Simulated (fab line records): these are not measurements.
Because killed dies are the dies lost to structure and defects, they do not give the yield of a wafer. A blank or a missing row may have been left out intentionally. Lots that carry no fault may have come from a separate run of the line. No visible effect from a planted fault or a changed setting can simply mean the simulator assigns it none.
Which tool is to blame?    flow nand_harc    45 wafers from 15 lots sampled at 4 of the route's 1302 steps

## WHAT THE GAUGES SHOWED, per wafer
NHARC_P_GATE_CD_MEAS_33. Usual: cd_nm at 119.5 nm, with a standard deviation of 2.5.
lot   measured      on         cd_nm (nm)         flag
L332  day 4 21:25   cd_sem-03  120.7 122.7 119.2  
L333  day 5 13:19   cd_sem-01  122.6 122.6 123.1  
L334  day 5 17:17   cd_sem-03  121.3 120.8 122.1  
L336  day 6 17:05   cd_sem-02  113.8 123.0 118.5  
L338  day 7 14:13   cd_sem-01  120.1 122.1 116.9  
L339  day 8 07:53   cd_sem-03  123.4 118.7 118.7  
L340  day 8 08:16   cd_sem-02  118.8 118.3 118.9  
L341  day 8 14:59   cd_sem-02  118.3 123.2 119.3  
L343  day 9 14:14   cd_sem-03  121.5 113.7 119.3  
L348  day 12 00:43  cd_sem-02  - - -              OFF
L349  day 12 02:14  cd_sem-03  - - -              OFF
L350  day 12 18:45  cd_sem-03  - - -              OFF
L351  day 13 00:02  cd_sem-01  116.8 118.4 121.4  
L352  day 13 10:17  cd_sem-01  117.4 120.1 117.4  
L355  day 14 16:53  cd_sem-03  115.8 118.4 116.0  

## WHICH TOOL RAN EACH LOT (tool, then ch and the chambers of the sampled wafers, then the start)
lot   NHARC_P_STI_ETCH_15               NHARC_P_STI_CMP_21             NHARC_P_GATE_PEB_24
L332  rie_si-04 ch 1,2, day 2 17:21     cmp-02 ch 0,3, day 3 14:16     litho_track-01 ch 0, day 4 20:16
L333  rie_si-04 ch 1,2, day 3 08:37     cmp-01 ch 0,2, day 4 04:11     litho_track-06 ch 0, day 5 12:15
L334  rie_si-02 ch 1,3, day 3 16:03     cmp-01 ch 1,2,3, day 4 09:37   litho_track-04 ch 0, day 5 16:14
L336  rie_si-02 ch 0,1,3, day 4 11:39   cmp-02 ch 0,2,3, day 5 04:54   litho_track-01 ch 0, day 6 16:02
L338  rie_si-01 ch 1,2,3, day 5 07:22   cmp-01 ch 0,1,2, day 6 02:58   litho_track-06 ch 0, day 7 13:10
L339  rie_si-01 ch 2,3, day 5 21:20     cmp-02 ch 1,2,3, day 6 20:32   litho_track-01 ch 0, day 8 06:49
L340  rie_si-01 ch 2,3, day 6 04:38     cmp-01 ch 1,2, day 7 01:02     litho_track-01 ch 0, day 8 07:13
L341  rie_si-01 ch 1,2,3, day 6 13:25   cmp-01 ch 0,1,3, day 7 08:00   litho_track-01 ch 0, day 8 13:56
L343  rie_si-02 ch 1,2,3, day 7 09:05   cmp-01 ch 2,3, day 8 04:34     litho_track-01 ch 0, day 9 13:11
L348  rie_si-01 ch 0,1,2, day 9 11:17   cmp-02 ch 0,1,3, day 10 10:46  litho_track-01, day 11 23:39
L349  rie_si-04 ch 0,2,3, day 9 22:41   cmp-04 ch 0,1,3, day 10 17:09  litho_track-06, day 12 01:11
L350  rie_si-01 ch 0,3, day 10 10:59    cmp-04 ch 0,1, day 11 06:02    litho_track-01, day 12 17:41
L351  rie_si-02 ch 0,2,3, day 10 19:17  cmp-04 ch 0,2,3, day 11 12:52  litho_track-06 ch 0, day 12 22:59
L352  rie_si-01 ch 1,3, day 11 05:59    cmp-04 ch 0,2,3, day 12 00:18  litho_track-04 ch 0, day 13 09:14
L355  rie_si-01 ch 1,2,3, day 12 11:28  cmp-04 ch 0,3, day 13 05:28    litho_track-06 ch 0, day 14 15:45
- NHARC_P_STI_ETCH_15: etches the open film in HBr/Cl2, target depth 300 nm, time 100.1 s.
- NHARC_P_STI_CMP_21: polishes, t overpolish 20 s, target thk 380.67 nm.
- NHARC_P_GATE_PEB_24: peb time 65 s.

## WHAT THE TOOLS THEMSELVES READ (means of the sampled wafers that have a number; where no wafer has one, the mark that the record gives instead)
NHARC_P_STI_ETCH_15. Usual: drypump_motor_current_A 5.7 A, standard deviation 0.3; oes_product_au 1.003 a.u., standard deviation 0.011; throttle_valve_pct 26.406 %, standard deviation 0.0085.
lot   tool       drypump_motor_current_A (A)  oes_product_au (a.u.)  throttle_valve_pct (%)  flag
L332  rie_si-04  5.5                          0.996                  26.403                  
L333  rie_si-04  5.4                          1.001                  26.402                  
L334  rie_si-02  5.4                          1.012                  26.409                  
L336  rie_si-02  5.6                          1.017                  26.406                  
L338  rie_si-01  5.7                          0.991                  26.406                  
L339  rie_si-01  5.6                          0.992                  26.405                  
L340  rie_si-01  5.5                          1.001                  26.411                  
L341  rie_si-01  5.7                          0.995                  26.411                  
L343  rie_si-02  5.4                          1.008                  26.402                  
L348  rie_si-01  5.8                          0.999                  26.406                  
L349  rie_si-04  5.6                          1.011                  26.403                  
L350  rie_si-01  5.8                          1.000                  26.408                  
L351  rie_si-02  5.6                          1.006                  26.406                  
L352  rie_si-01  5.8                          0.988                  26.399                  
L355  rie_si-01  5.7                          0.987                  26.398                  

NHARC_P_STI_CMP_21. Usual: motor_current_A 12.0 A, standard deviation 1.2; overpolish_run_s 19.999 s, standard deviation 0.0093; pad_life_wafers 216, standard deviation 120.
lot   tool    motor_current_A (A)  overpolish_run_s (s)  pad_life_wafers  flag
L332  cmp-02  11.7                 19.996                91               
L333  cmp-01  11.4                 19.997                302              
L334  cmp-01  11.7                 19.995                314              
L336  cmp-02  12.2                 19.996                277              
L338  cmp-01  12.1                 19.998                140              
L339  cmp-02  12.4                 19.995                20               
L340  cmp-01  11.7                 19.996                266              
L341  cmp-01  11.8                 19.998                296              
L343  cmp-01  11.4                 20.006                368              
L348  cmp-02  12.0                 20.010                404              
L349  cmp-04  12.3                 19.988                86               
L350  cmp-04  11.6                 19.993                162              
L351  cmp-04  11.5                 20.005                188              
L352  cmp-04  11.6                 19.991                218              
L355  cmp-04  11.6                 20.002                330              

NHARC_P_GATE_PEB_24. Usual: chill_plate_temp_C 23.00 C, standard deviation 0.09; exhaust_pa 45.0 Pa, standard deviation 0.95; heater_power_total_W 156.6 W, standard deviation 0.41.
lot   tool            chill_plate_temp_C (C)  exhaust_pa (Pa)  heater_power_total_W (W)  flag
L332  litho_track-01  23.12                   45.7             157.1                     
L333  litho_track-06  22.99                   45.0             156.4                     
L334  litho_track-04  23.14                   44.7             156.5                     
L336  litho_track-01  22.81                   44.0             156.1                     
L338  litho_track-06  23.02                   44.9             156.8                     
L339  litho_track-01  22.97                   44.5             156.5                     
L340  litho_track-01  22.99                   45.7             156.5                     
L341  litho_track-01  22.96                   44.9             156.9                     
L343  litho_track-01  22.95                   43.8             156.6                     
L348  litho_track-01  -                       -                -                         OFF
L349  litho_track-06  -                       -                -                         OFF
L350  litho_track-01  -                       -                -                         OFF
L351  litho_track-06  22.99                   45.1             156.4                     
L352  litho_track-04  23.00                   43.8             156.2                     
L355  litho_track-06  22.95                   45.1             156.5                     

## THE ANSWER, worked out from the rows above alone
Rule: take the mean of a lot's wafers that have a number; if it is more than 3 standard deviations from the usual mean, the lot is off. A lot without any number at a reading at which 4 lots or more have one is off too. The other lots that the step has rows for count as sound. Order of review: gauges by route order, followed by the tools' own readings, for which a lot's mean as printed above is used. At the first step where some lot is off, the reading lying furthest off is the one used; lots without a number count as furthest.
Off, at NHARC_P_GATE_CD_MEAS_33 on cd_nm: L348, L349, L350. Without a number there: L348, L349, L350.
A tool fits if, at a process step before that reading, it ran every lot that is off, and no sound lot after the first of them. Not tried: the gauges at NHARC_P_GATE_CD_MEAS_33; whatever is off there is also off at NHARC_P_GATE_PEB_24, on other tools, and gauge error can't account for it. No candidate that was tried fits.

## WHAT HAD BEEN PUT IN BY THE SIMULATOR
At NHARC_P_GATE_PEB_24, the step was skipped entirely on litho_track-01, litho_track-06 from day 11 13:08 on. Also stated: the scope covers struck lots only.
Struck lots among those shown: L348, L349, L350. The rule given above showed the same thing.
